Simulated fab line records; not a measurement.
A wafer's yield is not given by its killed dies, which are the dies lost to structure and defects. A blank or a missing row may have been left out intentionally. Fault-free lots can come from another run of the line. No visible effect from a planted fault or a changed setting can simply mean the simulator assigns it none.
fab line records	flow n5-finfet
[record] lots = 10	wafers = 27	last-day = 18
route steps=1938 shown BEOL_M0_SAQP@654 BEOL_M4@1111
lots that met no fault: taken from a fault-free run of the same line
start-h: the number of hours between the record's first day and the start of the first shown wafer of the lot	wait-h: hours since the lot's step before	" repeats the value in the row above	L1.1+2: one row covering several wafers at once	- either no value or no given start	* or withheld: withheld	< > ~ a bound
route shown NAME@n: NAME is a module with steps in the file, n the number in the route of the first one	usual: mean/standard deviation taken from wafers without a fault	same: alike in all rows	chamber/n: place in a boat	sites: each site's reading	_std_site: how widely they spread, as a standard deviation	_edge_site: mean of outer sites minus mean of inner sites	radius-mm: for every site, how far away it sits from the centre of the wafer	mask NAME#n: copy n	behind: the last tool/chamber to shape the wafer	hold: cause of the lot's hold/its duration in hours/its outcome	device: the transistor (n, p or np) that didn't switch	end of line: the tests these same wafers got at the end of their route	a step given without rows: its recipe and nothing more	killed: the dies lost at the first sort to structure and to defects; this is not the yield of the wafer	map: shows each die of a wafer: x if killed, . if not, _ if none is there
set.NAME: the run value of the setting; set.NAME@STEP: its run value at that earlier step	model.NAME: the simulator's own value behind a step, which no gauge read
route steps across a sampled set of lots; one table per step, one row per wafer
services: from which hour (start-h, from the record's first day; less than 0 if before it) a tool's chamber was out of use, for how many hours, and why
[[steps]]
[step N5_BEOL_M0_SAQP_ETCH_84]
[recipe] chemistry = N2/H2	target = SOC	target-depth-a = 1000	overetch-a = 200	mask-material = SiARC	temp-c = 40	time-s = 150	ion-energy-ev = 200	pressure-mtorr = 30	source-w = 840	bias-w = 150	n2-flow-sccm = 200	h2-flow-sccm = 200
[usual] drypump-motor-current-A = 5.6/0.4	oes-product-au = 0.68/0.066	rf-vpp-V = 523.5/2.3	showerhead-plenum-p-Torr = 2.52/0.085	throttle-valve-pct = 18.0/0.32
lot.wafer	tool	chamber	start-h	wait-h	drypump-motor-current-A	oes-product-au	rf-hours-counter-h	rf-vpp-V	showerhead-plenum-p-Torr	throttle-valve-pct
L703.2	rie-diel-02	3	107.66	0.0	5.3	0.76	61	525.9	2.56	17.5
L703.5	"	2	"	"	5.9	0.69	-	525.2	2.55	17.8
L706.1	rie-diel-02	1	125.42	0.0	5.6	0.71	137	520.6	2.44	18.0
L706.6	"	3	"	"	5.4	0.74	-	525.2	2.56	17.5
L708.1	rie-diel-01	1	141.72	0.0	5.3	0.69	144	522.6	2.44	18.1
L708.3	"	3	"	"	6.1	0.65	186	521.0	2.41	18.3
L710.1	rie-diel-03	2	155.26	0.0	5.9	0.63	246	521.9	2.49	18.5
L710.5	"	2	"	"	5.9	0.63	-	524.2	2.49	18.4
L710.6	"	3	"	"	5.2	0.69	-	520.9	2.43	17.9
L711.1	rie-diel-03	0	162.47	0.0	5.4	0.67	182	525.8	2.66	18.2
L711.5	"	2	"	"	5.9	0.63	-	522.2	2.48	18.5
L711.6	"	3	"	"	5.2	0.69	-	522.7	2.43	17.9
L713.1	rie-diel-01	2	178.28	0.0	6.1	0.67	154	529.1	2.65	17.6
L713.2	"	0	"	"	6.4	0.67	172	524.4	2.52	17.5
L713.3	"	1	"	"	5.3	0.68	155	519.5	2.44	18.1
L716.3	rie-diel-02	1	198.11	0.0	5.6	0.68	157	520.3	2.43	18.1
L716.4	"	0	"	"	5.6	0.83	8	527.0	2.61	17.5
L716.5	"	0	"	"	5.6	0.83	-	526.5	2.61	17.5
L723.1	rie-diel-01	2	231.44	0.0	6.1	0.65	173	526.1	2.64	17.6
L723.2	"	0	"	"	6.4	0.65	189	522.9	2.51	17.6
L723.5	"	0	"	"	6.4	0.65	-	521.4	2.51	17.6
L725.1	rie-diel-02	0	240.38	0.0	5.6	0.82	13	524.4	2.61	17.5
L725.2	"	1	"	"	5.6	0.68	161	520.1	2.43	18.1
L725.6	"	0	"	"	5.6	0.82	-	525.4	2.61	17.5
L726.1	rie-diel-03	2	250.85	0.0	5.9	0.83	20	522.2	2.47	18.0
L726.3	"	3	"	"	5.2	0.67	172	520.6	2.42	18.0
L726.5	"	0	"	"	5.4	0.65	-	526.9	2.65	18.3
[step N5_BEOL_M0_SAQP_HM_OPEN_112]
[recipe] chemistry = CHF3/O2	target = SiO2	stop-on = a-Si	target-depth-a = 120	over-etch-frac = 1.25	mask-material = SOC	time-s = 13.5	pressure-mtorr = 30	source-w = 650	bias-w = 170	Ar_flow_sccm = 200	CHF3_flow_sccm = 50	O2_flow_sccm = 5	ion-energy-ev = 200	ends = end-point
[usual] drypump-motor-current-A = 5.6/0.4	oes_ar_750_au = 0.76/0.072	oes-product-au = 0.50/0.049	rf-vpp-V = 522/12	showerhead-plenum-p-Torr = 2.39/0.074	throttle-valve-pct = 18.96/0.26
lot.wafer	tool	chamber	start-h	wait-h	drypump-motor-current-A	oes_ar_750_au	oes-product-au	rf-hours-counter-h	rf-vpp-V	showerhead-plenum-p-Torr	throttle-valve-pct
L703.2	rie-diel-02	3	107.76	0.0	5.4	0.84	0.56	61	531	2.45	18.68
L703.5	"	2	"	"	5.9	0.75	0.51	-	520	2.43	18.91
L706.1	rie-diel-02	1	125.52	0.0	5.6	0.80	0.50	137	514	2.33	19.12
L706.6	"	3	"	"	5.4	0.83	0.55	-	532	2.45	18.71
L708.1	rie-diel-01	1	141.83	0.0	5.3	0.76	0.50	144	543	2.29	18.87
L708.3	"	3	"	"	6.0	0.75	0.47	186	510	2.30	19.30
L710.1	rie-diel-03	2	155.37	0.0	5.9	0.70	0.45	246	512	2.34	19.25
L710.5	"	2	"	"	5.8	0.71	0.46	-	511	2.34	19.26
L710.6	"	3	"	"	5.2	0.76	0.50	-	501	2.32	18.98
L711.1	rie-diel-03	0	162.58	0.0	5.3	0.74	0.50	182	532	2.49	19.08
L711.5	"	2	"	"	5.9	0.71	0.46	-	512	2.34	19.25
L711.6	"	3	"	"	5.2	0.76	0.50	-	503	2.32	19.00
L713.1	rie-diel-01	2	178.38	0.0	6.1	0.74	0.48	154	525	2.49	18.54
L713.2	"	0	"	"	6.4	0.75	0.49	172	541	2.39	18.63
L713.3	"	1	"	"	5.3	0.75	0.49	155	544	2.29	18.91
L716.3	rie-diel-02	1	198.21	0.0	5.6	0.77	0.50	157	513	2.32	19.17
L716.4	"	0	"	"	5.6	0.93	0.60	8	528	2.48	18.53
L716.5	"	0	"	"	5.6	0.92	0.61	-	528	2.48	18.52
L723.1	rie-diel-01	2	231.55	0.0	6.1	0.73	0.48	173	526	2.48	18.57
L723.2	"	0	"	"	6.4	0.73	0.49	189	540	2.38	18.67
L723.5	"	0	"	"	6.4	0.74	0.49	-	540	2.38	18.64
L725.1	rie-diel-02	0	240.48	0.0	5.6	0.91	0.59	13	527	2.48	18.52
L725.2	"	1	"	"	5.6	0.77	0.50	162	513	2.32	19.16
L725.6	"	0	"	"	5.6	0.91	0.60	-	528	2.48	18.53
L726.1	rie-diel-03	2	250.96	0.0	5.9	0.93	0.61	20	511	2.33	18.82
L726.3	"	3	"	"	5.2	0.73	0.48	172	501	2.31	19.04
L726.5	"	0	"	"	5.4	0.72	0.47	-	530	2.48	19.15
[step N5_BEOL_M0_SAQP_COAT_105]
[recipe] resist = SOC	temp-c = 250	time-s = 60	spin-rpm = 1500	resist-thk-nm = 100
[usual] plate-temp-C = 250.00/0.17	spin-speed-rpm = 1500.0/0.85
lot.wafer	tool	chamber	start-h	wait-h	plate-temp-C	spin-speed-rpm
L703.2	litho-track-03	0	109.82	0.3	250.13	1500.6
L703.5	"	0	"	"	249.68	1502.2
L706.1	litho-track-02	0	127.71	0.3	250.11	1499.4
L706.6	"	0	"	"	250.19	1500.1
L708.1	litho-track-04	0	143.96	0.3	250.17	1500.4
L708.3	"	0	"	"	250.08	1501.0
L710.1	litho-track-02	0	157.49	0.3	250.10	1500.4
L710.5	"	0	"	"	249.89	1500.5
L710.6	"	0	"	"	250.16	1499.0
L711.1	litho-track-03	0	164.59	0.3	250.22	1498.6
L711.5	"	0	"	"	250.11	1499.0
L711.6	"	0	"	"	250.03	1500.7
L713.1	litho-track-03	0	180.39	0.3	250.03	1828.2
L713.2	"	0	"	"	250.09	1828.2
L713.3	"	0	"	"	250.22	1827.6
L716.3	litho-track-03	0	200.48	0.2	249.86	1828.3
L716.4	"	0	"	"	250.02	1828.4
L716.5	"	0	"	"	250.04	1826.9
L723.1	litho-track-02	0	234.34	0.3	250.00	1501.4
L723.2	"	0	"	"	250.23	1501.0
L723.5	"	0	"	"	249.76	1501.4
L725.1	litho-track-04	0	242.85	0.3	249.91	1499.9
L725.2	"	0	"	"	249.74	1498.3
L725.6	"	0	"	"	249.85	1500.0
L726.1	litho-track-02	0	253.05	0.3	250.05	1500.4
L726.3	"	0	"	"	250.06	1499.7
L726.5	"	0	"	"	250.12	1500.3
[step N5_BEOL_M0_SAQP_ETCH_106]
[recipe] chemistry = N2/H2	target = SOC	target-depth-a = 1500	stop-on = SiNx	ion-energy-ev = 100	bias-w = 61	pressure-mtorr = 30	source-w = 850	n2-flow-sccm = 200	h2-flow-sccm = 200
[usual] drypump-motor-current-A = 5.6/0.4	oes-product-au = 0.75/0.077	rf-vpp-V = 240.5/1.2	showerhead-plenum-p-Torr = 2.53/0.082	throttle-valve-pct = 18.0/0.32
lot.wafer	tool	chamber	start-h	wait-h	drypump-motor-current-A	oes-product-au	rf-hours-counter-h	rf-vpp-V	showerhead-plenum-p-Torr	throttle-valve-pct
L703.2	rie-diel-03	0	109.88	-	5.4	0.75	167	241.3	2.67	18.2
L703.5	"	1	"	"	5.1	0.68	-	240.4	2.53	18.4
L706.1	rie-diel-02	3	127.88	-	5.3	0.83	68	240.8	2.56	17.5
L706.6	"	0	"	"	5.6	0.65	-	240.5	2.62	17.9
L708.1	rie-diel-02	2	144.03	-	6.0	0.73	138	241.1	2.54	17.8
L708.3	"	3	"	"	5.4	0.82	72	241.9	2.56	17.5
L710.1	rie-diel-01	0	157.56	-	6.4	0.75	165	240.8	2.52	17.5
L710.5	"	0	"	"	6.4	0.75	-	239.7	2.52	17.5
L710.6	"	3	"	"	6.1	0.72	-	240.1	2.41	18.3
L711.1	rie-diel-02	2	164.67	-	5.9	0.72	145	239.2	2.54	17.8
L711.5	"	3	"	"	5.4	0.81	-	240.6	2.55	17.5
L711.6	"	2	"	"	5.9	0.72	-	241.1	2.54	17.8
L713.1	rie-diel-03	0	180.46	-	5.4	0.73	187	242.4	2.66	18.2
L713.2	"	3	"	"	5.2	0.74	147	238.7	2.43	17.9
L713.3	"	1	"	"	5.1	0.67	227	240.4	2.52	18.4
L716.3	rie-diel-01	3	200.54	-	6.1	0.71	203	238.9	2.41	18.3
L716.4	"	3	"	"	6.1	0.71	-	239.0	2.41	18.3
L716.5	"	2	"	"	6.1	0.74	-	242.8	2.65	17.6
L723.1	rie-diel-03	2	234.63	-	5.8	0.94	15	240.0	2.48	17.9
L723.2	"	1	"	"	5.1	0.66	246	239.9	2.51	18.4
L723.5	"	1	"	"	5.1	0.65	-	240.0	2.51	18.4
L725.1	rie-diel-02	0	243.00	-	5.6	0.90	14	240.5	2.61	17.5
L725.2	"	1	"	"	5.6	0.75	162	239.4	2.43	18.1
L725.6	"	3	"	"	5.3	0.80	-	240.8	2.55	17.5
L726.1	rie-diel-01	0	253.12	-	6.4	0.72	196	240.7	2.51	17.6
L726.3	"	3	"	"	6.1	0.70	222	239.0	2.40	18.4
L726.5	"	1	"	"	5.3	0.74	-	238.8	2.43	18.1
[step N5_BEOL_M4_RC_MEAS_101]
[usual] DIBL_N = 35.3/2.5	DIBL_P = 35/3.3	IOFF_N = 0.15/0.049	IOFF_P = 0.20/0.056	ION_N = 673/16	ION_P = 462/10	SS_N = 71.2/0.85	SS_P = 73.0/0.97	VT_N = 252/4.9	VT_P = -251/5
lot.wafer	tool	chamber	start-h	wait-h	DIBL_N[mV/V]	DIBL_P[mV/V]	IOFF_N[nA/um]	IOFF_P[nA/um]	ION_N[uA/um]	ION_P[uA/um]	SS_N[mV/dec]	SS_P[mV/dec]	VT_N[mV]	VT_P[mV]
L703.2	prober-02	0	180.63	0.2	34.2	33	0.13	0.19	673	461	70.8	72.6	251	-249
L703.5	"	0	"	"	31.6	31	0.10	0.15	662	464	70.7	71.8	255	-252
L706.1	prober-01	0	197.92	0.0	38.6	41	0.24	0.30	708	481	72.3	75.0	242	-244
L706.6	"	0	"	"	39.0	41	0.24	0.32	709	490	73.0	75.2	245	-243
L708.1	prober-02	0	198.92	0.0	35.2	35	0.13	0.17	662	449	71.6	72.9	250	-253
L708.3	"	0	"	"	32.3	32	0.09	0.13	655	454	70.1	73.1	256	-257
L710.1	prober-02	0	219.74	0.0	35.6	35	0.14	0.20	668	464	70.9	72.9	249	-250
L710.5	"	0	"	"	35.7	36	0.16	0.22	683	473	71.1	72.1	247	-251
L710.6	"	0	"	"	36.1	36	0.15	0.21	683	470	71.6	72.9	252	-248
L711.1	prober-02	0	224.50	0.0	37.4	38	0.20	0.24	700	471	71.4	73.1	245	-251
L711.5	"	0	"	"	37.0	37	0.17	0.22	692	468	72.1	74.1	248	-250
L711.6	"	0	"	"	36.5	35	0.15	0.18	665	453	71.7	73.1	250	-254
L713.1	prober-01	0	242.09	0.0	37.1	37	0.17	0.22	673	456	71.7	72.7	245	-248
L713.2	"	0	"	"	39.3	39	0.20	0.26	671	452	72.3	74.0	247	-244
L713.3	"	0	"	"	36.3	36	0.16	0.23	684	466	71.8	73.4	245	-248
L716.3	prober-02	0	267.83	0.3	35.6	37	0.17	0.22	685	473	72.0	73.4	249	-248
L716.4	"	0	"	"	36.5	38	0.19	0.23	698	475	71.4	73.2	247	-250
L716.5	"	0	"	"	37.9	39	0.21	0.25	689	469	71.4	73.7	245	-244
L723.1	prober-02	0	292.19	0.0	33.8	33	0.11	0.15	667	458	70.2	71.5	254	-256
L723.2	"	0	"	"	34.3	34	0.11	0.15	678	467	70.8	71.8	258	-253
L723.5	"	0	"	"	33.3	32	0.11	0.14	684	468	69.6	71.5	256	-257
L725.1	prober-02	0	297.30	0.0	30.2	29	0.08	0.11	665	457	70.0	72.5	259	-258
L725.2	"	0	"	"	31.0	30	0.09	0.11	646	447	70.0	72.4	257	-257
L725.6	"	0	"	"	31.3	30	0.09	0.12	648	442	69.9	72.0	259	-259
L726.1	prober-02	0	318.45	0.0	32.9	31	0.09	0.13	648	451	71.3	72.7	257	-261
L726.3	"	0	"	"	37.2	36	0.14	0.18	654	448	71.5	73.9	253	-254
L726.5	"	0	"	"	37.3	35	0.14	0.17	656	445	72.3	73.9	256	-256
[[services]]
tool	chamber	start-h	hours	kind
rie-diel-03	3	101.29	10.9	repair
rie-diel-01	-	109.57	5.3	repair
rie-diel-01	1	126.45	15.1	repair
rie-diel-03	3	146.00	3.7	repair
litho-track-04	-	146.33	-	consumable-replace:filter
rie-diel-02	0	156.91	-	clean
rie-diel-02	0	156.91	-	consumable-replace:focus-ring
rie-diel-02	0	156.91	15.5	scheduled-down
rie-diel-02	0	156.91	15.5	vent-cycle
rie-diel-03	2	173.35	-	clean
rie-diel-03	2	173.35	-	consumable-replace:focus-ring
rie-diel-03	2	173.35	19.9	scheduled-down
rie-diel-03	2	173.35	19.9	vent-cycle
rie-diel-01	1	197.73	6.1	repair
rie-diel-01	1	210.44	1.8	repair
rie-diel-02	-	212.13	28.1	pm
rie-diel-03	1	245.77	-	clean
rie-diel-03	1	245.77	-	consumable-replace:focus-ring
rie-diel-03	1	245.77	18.5	scheduled-down
rie-diel-03	1	245.77	18.5	vent-cycle
[[key]]
[first-sign] step = N5_BEOL_M0_SAQP_COAT_105	reading = spin-speed-rpm	direction = up	sigmas = 99+	usual = *	struck = *
effect none on later readings
met-at N5_BEOL_M0_SAQP_COAT_105
struck-lots L713,L716
not-acting-at N5_BEOL_M0_SAQP_ETCH_84,N5_BEOL_M0_SAQP_HM_OPEN_112,N5_BEOL_M0_SAQP_ETCH_106
onset-between 164.59 180.39
[fault] kind = process-parameter-drift	tool = litho-track-03	chamber = -	onset-h = 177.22	steps = N5_BEOL_M0_SAQP_COAT_105	channel = spin-rpm	offset = *	shape = step	end-h = 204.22	acts-in = *	stated = *
